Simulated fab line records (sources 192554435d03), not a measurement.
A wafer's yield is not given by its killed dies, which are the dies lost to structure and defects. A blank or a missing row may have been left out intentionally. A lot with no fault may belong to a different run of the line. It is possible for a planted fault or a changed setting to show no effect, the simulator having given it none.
The tool behind it: which one? :: flow n5 finfet :: 10 lots, 30 wafers sampled, at 5 steps of a route of 1938

== WHAT THE GAUGES SHOWED, per wafer ==
N5_BEOL_M7_OCD_MEAS_38.
lot: L076
measured: day 9 07:57
on: ocd-01
trench depth nm (nm): 88.5 91.7 92.8

lot: L077
measured: day 9 18:16
on: ocd-01
trench depth nm (nm): 93.0 90.3 92.2

lot: L079
measured: day 10 03:08
on: ocd-02
trench depth nm (nm): 93.3 90.5 97.9

lot: L081
measured: day 10 10:28
on: ocd-01
trench depth nm (nm): 92.7 90.9 93.5

lot: L084
measured: day 11 09:06
on: ocd-01
trench depth nm (nm): 96.8 93.8 97.8

lot: L086
measured: day 11 20:01
on: ocd-02
trench depth nm (nm): 89.4 88.9 93.0

lot: L089
measured: day 12 14:13
on: ocd-02
trench depth nm (nm): 92.6 93.7 96.0

lot: L090
measured: day 12 23:47
on: ocd-01
trench depth nm (nm): 93.6 94.4 93.1

lot: L093
measured: day 13 17:59
on: ocd-01
trench depth nm (nm): 92.5 90.6 90.8

lot: L097
measured: day 14 13:34
on: ocd-01
trench depth nm (nm): 89.5 91.3 91.8

== WHAT TOOL EACH LOT RAN ON (gives the tool, then ch and the chambers of the sampled wafers, and finally the start) ==
lot: L076
N5_BEOL_M6_CMP_52: cmp-03 ch 0,1,2, day 9 02:59
N5_BEOL_M7_DESCUM_33: rie diel-02 ch 0,1,2, day 9 07:31
N5_BEOL_M7_ETCH_72: rie diel-02 ch 0,1,2, day 9 07:33
N5_BEOL_M7_VIA_ETCH_34: rie diel-02 ch 0,1,2, day 9 07:42

lot: L077
N5_BEOL_M6_CMP_52: cmp-03 ch 0,3, day 9 12:10
N5_BEOL_M7_DESCUM_33: rie diel-02 ch 0,2, day 9 17:50
N5_BEOL_M7_ETCH_72: rie diel-02 ch 0,2, day 9 17:53
N5_BEOL_M7_VIA_ETCH_34: rie diel-02 ch 0,2, day 9 18:01

lot: L079
N5_BEOL_M6_CMP_52: cmp-03 ch 0,1,2, day 9 21:01
N5_BEOL_M7_DESCUM_33: rie diel-06 ch 0,1,2, day 10 02:43
N5_BEOL_M7_ETCH_72: rie diel-06 ch 0,1,2, day 10 02:45
N5_BEOL_M7_VIA_ETCH_34: rie diel-06 ch 0,1,2, day 10 02:54

lot: L081
N5_BEOL_M6_CMP_52: cmp-01 ch 1,2,3, day 10 05:50
N5_BEOL_M7_DESCUM_33: rie diel-06 ch 0,1, day 10 10:02
N5_BEOL_M7_ETCH_72: rie diel-06 ch 0,1, day 10 10:04
N5_BEOL_M7_VIA_ETCH_34: rie diel-06 ch 0,1, day 10 10:13

lot: L084
N5_BEOL_M6_CMP_52: cmp-01 ch 2,3, day 11 04:11
N5_BEOL_M7_DESCUM_33: rie diel-06 ch 2,3, day 11 08:40
N5_BEOL_M7_ETCH_72: rie diel-06 ch 2,3, day 11 08:42
N5_BEOL_M7_VIA_ETCH_34: rie diel-06 ch 2,3, day 11 08:51

lot: L086
N5_BEOL_M6_CMP_52: cmp-01 ch 0,2,3, day 11 15:32
N5_BEOL_M7_DESCUM_33: rie diel-05 ch 1,2,3, day 11 19:35
N5_BEOL_M7_ETCH_72: rie diel-05 ch 1,2,3, day 11 19:37
N5_BEOL_M7_VIA_ETCH_34: rie diel-05 ch 1,2,3, day 11 19:46

lot: L089
N5_BEOL_M6_CMP_52: cmp-04 ch 0,2,3, day 12 07:33
N5_BEOL_M7_DESCUM_33: rie diel-06 ch 0,1,2, day 12 13:47
N5_BEOL_M7_ETCH_72: rie diel-06 ch 0,1,2, day 12 13:49
N5_BEOL_M7_VIA_ETCH_34: rie diel-06 ch 0,1,2, day 12 13:58

lot: L090
N5_BEOL_M6_CMP_52: cmp-04 ch 0,2,3, day 12 18:25
N5_BEOL_M7_DESCUM_33: rie diel-02 ch 0,1, day 12 23:21
N5_BEOL_M7_ETCH_72: rie diel-02 ch 0,1, day 12 23:23
N5_BEOL_M7_VIA_ETCH_34: rie diel-02 ch 0,1, day 12 23:32

lot: L093
N5_BEOL_M6_CMP_52: cmp-01 ch 1,2,3, day 13 12:28
N5_BEOL_M7_DESCUM_33: rie diel-05 ch 0,1, day 13 17:33
N5_BEOL_M7_ETCH_72: rie diel-05 ch 0,1, day 13 17:35
N5_BEOL_M7_VIA_ETCH_34: rie diel-05 ch 0,1, day 13 17:44

lot: L097
N5_BEOL_M6_CMP_52: cmp-04 ch 0,1,3, day 14 07:48
N5_BEOL_M7_DESCUM_33: rie diel-05 ch 0,1,3, day 14 13:08
N5_BEOL_M7_ETCH_72: rie diel-05 ch 0,1,3, day 14 13:10
N5_BEOL_M7_VIA_ETCH_34: rie diel-05 ch 0,1,3, day 14 13:19
- N5_BEOL_M6_CMP_52: polishes, stops on SiCOH lowk, t overpolish 6.9 s, target thk 80 nm.
- N5_BEOL_M7_DESCUM_33: chemistry O2, time 7 s.
- N5_BEOL_M7_ETCH_72: etches underlayer in N2/H2, target depth 6.5 nm, time 5.2 s.
- N5_BEOL_M7_VIA_ETCH_34: etches SiCOH lowk in C4F6/O2, target depth 125.5 nm, time 50.5 s.

== THE ANSWER, worked out from the rows above alone ==
Rule: the lots themselves supply what counts as usual. The widest of any qualifying gaps counts: lots, ordered by their means at a reading, are off when they make up no more than a third of the lots, leave a main group of 4 or more, and stand apart from it by 3 or more times the standard deviation of that group's means. The tables above print the reading to a certain number of digits; a main group whose means all agree to those digits is not used. A lot without any number at a reading at which 4 lots or more have one is off too. Where the step has rows for the other lots, those lots are counted as sound.
No lot is off on any of the readings shown, so nothing can be concluded from this.

== WHAT WAS PUT IN BY THE SIMULATOR ==
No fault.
